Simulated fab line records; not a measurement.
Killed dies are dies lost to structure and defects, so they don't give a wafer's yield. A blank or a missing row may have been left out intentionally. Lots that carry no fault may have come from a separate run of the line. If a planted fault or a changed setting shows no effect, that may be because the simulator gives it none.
Which tool was responsible? | flow nandHarc | 24 lots with 72 wafers sampled at 3 steps, on a route of 1302 steps

WHAT EACH GAUGE READ, for each wafer
NHARC_P_M2_INSPECT_11. Usual: rawDefectCount at 4.9, with a standard deviation of 2.8.
lot  | measured     | on               | rawDefectCount | flag
L074 | day 6 13:31  | defectInspect-01 | 3 5 6          | 
L075 | day 7 01:40  | defectInspect-02 | 4 4 3          | 
L076 | day 7 09:46  | defectInspect-02 | 2 5 2          | 
L077 | day 7 14:29  | defectInspect-02 | 1 0 2          | 
L078 | day 8 02:14  | defectInspect-02 | 10 4 3         | 
L079 | day 8 08:10  | defectInspect-02 | 9 6 8          | 
L080 | day 8 21:05  | defectInspect-01 | 4 5 0          | 
L081 | day 9 04:43  | defectInspect-02 | 6 5 7          | 
L082 | day 9 19:32  | defectInspect-01 | 9 11 7         | 
L083 | day 10 01:49 | defectInspect-02 | 6 7 1          | 
L084 | day 10 07:29 | defectInspect-02 | 7 3 4          | 
L085 | day 11 09:12 | defectInspect-01 | 4 11 6         | 
L086 | day 11 14:44 | defectInspect-01 | 4 5 3          | 
L087 | day 11 18:19 | defectInspect-01 | 2 2 4          | 
L088 | day 12 12:10 | defectInspect-02 | 4 2 3          | 
L089 | day 12 22:49 | defectInspect-02 | 3 3 3          | 
L090 | day 13 11:42 | defectInspect-01 | 1 4 6          | 
L091 | day 13 12:25 | defectInspect-02 | 5 4 8          | 
L092 | day 13 19:11 | defectInspect-02 | 3 6 8          | 
L093 | day 14 02:59 | defectInspect-02 | 5 4 4          | 
L094 | day 14 17:07 | defectInspect-02 | 5 3 4          | 
L095 | day 15 02:53 | defectInspect-02 | 6 2 6          | 
L096 | day 15 15:10 | defectInspect-01 | 15 6 7         | 
L097 | day 16 04:45 | defectInspect-01 | 9 10 4         | 

EACH LOT AND THE TOOL THAT RAN IT (in order: tool; ch and the chambers of the sampled wafers; start)
lot  | NHARC_P_M0_PVD_21                      | NHARC_P_M1_ETCH_28
L074 | pvdSputter-02, day 6 13:31 or earlier  | rieDiel-12 ch 2,3, day 6 13:31 or earlier
L075 | pvdSputter-01, day 7 01:40 or earlier  | rieDiel-11 ch 0,1,3, day 7 01:40 or earlier
L076 | pvdSputter-03, day 7 09:46 or earlier  | rieDiel-11 ch 1,3, day 7 09:46 or earlier
L077 | pvdSputter-03, day 7 14:29 or earlier  | rieDiel-11 ch 1,2,3, day 7 14:29 or earlier
L078 | pvdSputter-01, day 8 02:14 or earlier  | rieDiel-11 ch 0,2,3, day 8 02:14 or earlier
L079 | pvdSputter-02, day 8 08:10 or earlier  | rieDiel-11 ch 1,2, day 8 08:10 or earlier
L080 | pvdSputter-02, day 8 21:05 or earlier  | rieDiel-01 ch 0,1,2, day 8 21:05 or earlier
L081 | pvdSputter-02, day 9 04:43 or earlier  | rieDiel-01 ch 2,3, day 9 04:43 or earlier
L082 | pvdSputter-03, day 9 19:32 or earlier  | rieDiel-11 ch 1,2,3, day 9 19:32 or earlier
L083 | pvdSputter-03, day 10 01:49 or earlier | rieDiel-01 ch 0,2,3, day 10 01:49 or earlier
L084 | pvdSputter-02, day 10 07:29 or earlier | rieDiel-01 ch 0,1,3, day 10 07:29 or earlier
L085 | pvdSputter-02, day 11 09:12 or earlier | rieDiel-11 ch 0,1,2, day 11 09:12 or earlier
L086 | pvdSputter-03, day 11 14:44 or earlier | rieDiel-11 ch 0,2,3, day 11 14:44 or earlier
L087 | pvdSputter-01, day 11 18:19 or earlier | rieDiel-11 ch 0,1,2, day 11 18:19 or earlier
L088 | pvdSputter-01, day 12 12:10 or earlier | rieDiel-01 ch 2,3, day 12 12:10 or earlier
L089 | pvdSputter-01, day 12 22:49 or earlier | rieDiel-12 ch 0,1,3, day 12 22:49 or earlier
L090 | pvdSputter-03, day 13 11:42 or earlier | rieDiel-01 ch 0,1,2, day 13 11:42 or earlier
L091 | pvdSputter-03, day 13 12:25 or earlier | rieDiel-01 ch 2,3, day 13 12:25 or earlier
L092 | pvdSputter-01, day 13 19:11 or earlier | rieDiel-11 ch 0,1,3, day 13 19:11 or earlier
L093 | pvdSputter-02, day 14 02:59 or earlier | rieDiel-11 ch 0,2, day 14 02:59 or earlier
L094 | pvdSputter-01, day 14 17:07 or earlier | rieDiel-01 ch 0,1, day 14 17:07 or earlier
L095 | pvdSputter-02, day 15 02:53 or earlier | rieDiel-11 ch 0,2,3, day 15 02:53 or earlier
L096 | pvdSputter-02, day 15 15:10 or earlier | rieDiel-01 ch 0,2,3, day 15 15:10 or earlier
L097 | pvdSputter-01, day 16 04:45 or earlier | rieDiel-01 ch 0,1,3, day 16 04:45 or earlier
- NHARC_P_M0_PVD_21: deposits Cu, target thk 30 nm, time 20.49 s.
- NHARC_P_M1_ETCH_28: etches the open film in CF4/N2, target depth 30 nm, time 72.99 s.

WHAT THE TOOLS THEMSELVES READ (means of the sampled wafers that have a number; where no wafer has one, the mark that the record gives instead)
NHARC_P_M0_PVD_21. Usual: throttleValvePct at 29.9 %, with a standard deviation of 0.96.
lot  | tool          | throttleValvePct (%) | flag
L074 | pvdSputter-02 | 29.9                 | 
L075 | pvdSputter-01 | 29.0                 | 
L076 | pvdSputter-03 | 29.4                 | 
L077 | pvdSputter-03 | 29.9                 | 
L078 | pvdSputter-01 | 29.1                 | 
L079 | pvdSputter-02 | 30.9                 | 
L080 | pvdSputter-02 | 29.9                 | 
L081 | pvdSputter-02 | 30.1                 | 
L082 | pvdSputter-03 | 29.3                 | 
L083 | pvdSputter-03 | 29.5                 | 
L084 | pvdSputter-02 | 30.3                 | 
L085 | pvdSputter-02 | 29.8                 | 
L086 | pvdSputter-03 | 30.0                 | 
L087 | pvdSputter-01 | 30.3                 | 
L088 | pvdSputter-01 | 30.4                 | 
L089 | pvdSputter-01 | 30.2                 | 
L090 | pvdSputter-03 | 29.5                 | 
L091 | pvdSputter-03 | 29.8                 | 
L092 | pvdSputter-01 | 29.7                 | 
L093 | pvdSputter-02 | 29.2                 | 
L094 | pvdSputter-01 | 29.6                 | 
L095 | pvdSputter-02 | 30.3                 | 
L096 | pvdSputter-02 | 29.2                 | 
L097 | pvdSputter-01 | 29.9                 | 

NHARC_P_M1_ETCH_28. Usual: chamberPressureMTorr 29.999 mTorr, standard deviation 0.029; drypumpMotorCurrentA 5.7 A, standard deviation 0.44; oesProductAu 0.996 a.u., standard deviation 0.0088; rfVppV 313.6 V, standard deviation 2.4; showerheadPlenumPTorr 2.60 Torr, standard deviation 0.13; throttleValvePct 19.795 %, standard deviation 0.0092.
lot  | tool       | chamberPressureMTorr (mTorr) | drypumpMotorCurrentA (A) | oesProductAu (a.u.) | rfVppV (V) | showerheadPlenumPTorr (Torr) | throttleValvePct (%) | flag
L074 | rieDiel-12 | 29.990                       | 5.9                      | 1.008               | 315.6      | 2.69                         | 19.794               | 
L075 | rieDiel-11 | 29.995                       | 5.7                      | 0.992               | 313.1      | 2.58                         | 19.800               | 
L076 | rieDiel-11 | 30.001                       | 5.5                      | 0.991               | 312.8      | 2.58                         | 19.798               | 
L077 | rieDiel-11 | 30.015                       | 5.7                      | 0.992               | 314.7      | 2.68                         | 19.794               | 
L078 | rieDiel-11 | 30.000                       | 5.6                      | 0.994               | 313.7      | 2.61                         | 19.784               | 
L079 | rieDiel-11 | 30.004                       | 5.9                      | 0.992               | 317.3      | 2.78                         | 19.797               | 
L080 | rieDiel-01 | 29.986                       | 5.7                      | 0.995               | 313.6      | 2.56                         | 19.796               | 
L081 | rieDiel-01 | 29.968                       | 5.3                      | 0.997               | 311.3      | 2.49                         | 19.792               | 
L082 | rieDiel-11 | 29.986                       | 5.7                      | 0.988               | 314.6      | 2.68                         | 19.801               | 
L083 | rieDiel-01 | 30.004                       | 5.2                      | 0.991               | 311.0      | 2.49                         | 19.784               | 
L084 | rieDiel-01 | 30.001                       | 5.6                      | 1.002               | 313.2      | 2.60                         | 19.789               | 
L085 | rieDiel-11 | 30.008                       | 5.9                      | 0.991               | 315.1      | 2.68                         | 19.798               | 
L086 | rieDiel-11 | 30.014                       | 5.6                      | 0.982               | 313.3      | 2.61                         | 19.790               | 
L087 | rieDiel-11 | 29.982                       | 5.9                      | 0.986               | 316.0      | 2.68                         | 19.807               | 
L088 | rieDiel-01 | 30.006                       | 5.3                      | 0.999               | 313.0      | 2.53                         | 19.795               | 
L089 | rieDiel-12 | 29.986                       | 6.0                      | 1.003               | 313.5      | 2.63                         | 19.790               | 
L090 | rieDiel-01 | 30.010                       | 5.7                      | 1.006               | 313.4      | 2.56                         | 19.794               | 
L091 | rieDiel-01 | 30.006                       | 5.4                      | 1.003               | 312.0      | 2.53                         | 19.796               | 
L092 | rieDiel-11 | 30.016                       | 5.7                      | 0.987               | 312.8      | 2.58                         | 19.804               | 
L093 | rieDiel-11 | 29.999                       | 5.8                      | 0.994               | 314.7      | 2.71                         | 19.793               | 
L094 | rieDiel-01 | 29.989                       | 6.0                      | 1.006               | 314.4      | 2.66                         | 19.800               | 
L095 | rieDiel-11 | 30.001                       | 5.6                      | 1.004               | 313.6      | 2.61                         | 19.791               | 
L096 | rieDiel-01 | 29.997                       | 5.2                      | 1.004               | 312.6      | 2.48                         | 19.800               | 
L097 | rieDiel-01 | 30.006                       | 5.6                      | 1.005               | 313.0      | 2.59                         | 19.795               | 

THE ANSWER, worked out from the rows above alone
Rule: a lot counts as off when the mean over its wafers that have a number is more than 3 standard deviations away from the usual mean. Also off: a lot with no number at a reading for which 4 or more lots have one. Any other lot the step has rows for is counted as sound. Order of review: gauges by route order, followed by the tools' own readings, for which a lot's mean as printed above is used. The first step at which some lot is off is used, and at that step the reading that is off furthest; a lot without a number counts as furthest.
None of the lots is off at any reading shown; this tells nothing.

WHAT HAD BEEN PUT IN BY THE SIMULATOR
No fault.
